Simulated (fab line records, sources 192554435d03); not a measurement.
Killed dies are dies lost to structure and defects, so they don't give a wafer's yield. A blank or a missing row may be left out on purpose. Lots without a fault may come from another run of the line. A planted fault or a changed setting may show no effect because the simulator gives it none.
Split-lot experiment | flow n5_finfet | 7 lots, 21 wafers read, on a route of 1938 steps

THE SPLIT
At N5_DUMMY_GATE_HM_DEP_06 (deposits SiNx from DCS/NH3, target thk 80 nm, time 5141 s), the setting time_s was moved away from the recipe's 5141 s on 15 of the 21 wafers read, by -12.3% to +11.1%. The other wafers ran this setting at the recipe's value.

The reading is taken at the split's own step.

THE READING
SiNx_of_DUMMY_GATE_HM_DEP_06.thk_nm (the simulator's own value, which no gauge read), in nm, at N5_DUMMY_GATE_HM_DEP_06 (deposits SiNx from DCS/NH3, target thk 80 nm, time 5141 s). The file gives no usual value for it. The 6 wafers here that ran the recipe average 79.2 nm, standard deviation 0.98 nm.

wafer  | tool, chamber at the split | time_s as run, s | against the recipe | SiNx_of_DUMMY_GATE_HM_DEP_06.thk_nm, nm | against lot-mates on the recipe
L076.1 | lpcvd-02, 1/40             | 5141             | recipe             | 78                                      | -
L076.2 | lpcvd-02, 1/45             | 5141             | recipe             | 78.4                                    | -
L076.4 | lpcvd-02, 1/54             | 5141             | recipe             | 78.2                                    | -
L082.1 | -, -                       | 5468             | +6.4%              | 85                                      | no lot-mate on the recipe
L082.2 | -, -                       | 5468             | +6.4%              | 86                                      | no lot-mate on the recipe
L082.6 | -, -                       | 5468             | +6.4%              | 84.8                                    | no lot-mate on the recipe
L089.2 | -, -                       | 5713             | +11.1%             | 88.6                                    | no lot-mate on the recipe
L089.3 | -, -                       | 5713             | +11.1%             | 89.4                                    | no lot-mate on the recipe
L089.6 | -, -                       | 5713             | +11.1%             | 88.8                                    | no lot-mate on the recipe
L093.4 | -, -                       | 5141             | recipe             | 80.4                                    | -
L093.5 | -, -                       | 5141             | recipe             | 80                                      | -
L093.6 | -, -                       | 5141             | recipe             | 80                                      | -
L092.1 | -, -                       | 4716             | -8.3%              | 72.6                                    | no lot-mate on the recipe
L092.4 | -, -                       | 4716             | -8.3%              | 72.8                                    | no lot-mate on the recipe
L092.5 | -, -                       | 4716             | -8.3%              | 72.4                                    | no lot-mate on the recipe
L094.1 | -, -                       | 4509             | -12.3%             | 70.6                                    | no lot-mate on the recipe
L094.5 | -, -                       | 4509             | -12.3%             | 70.4                                    | no lot-mate on the recipe
L094.6 | -, -                       | 4509             | -12.3%             | 71                                      | no lot-mate on the recipe
L096.1 | -, -                       | 5438             | +5.8%              | 84.4                                    | no lot-mate on the recipe
L096.2 | -, -                       | 5438             | +5.8%              | 84.6                                    | no lot-mate on the recipe
L096.6 | -, -                       | 5438             | +5.8%              | 84.6                                    | no lot-mate on the recipe

THE FIT
A straight line over all 21 wafers: SiNx_of_DUMMY_GATE_HM_DEP_06.thk_nm changes by +0.805 nm for each +1% of time_s; r = +0.99; the points scatter about the line by 0.82 nm.
Too few moved wafers have a lot-mate on the recipe to fit a line with each lot's own level taken away.

THE FILE'S OWN FIT
SiNx_of_DUMMY_GATE_HM_DEP_06.thk_nm changes by +0.805 nm for each +1% of time_s, r = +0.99.
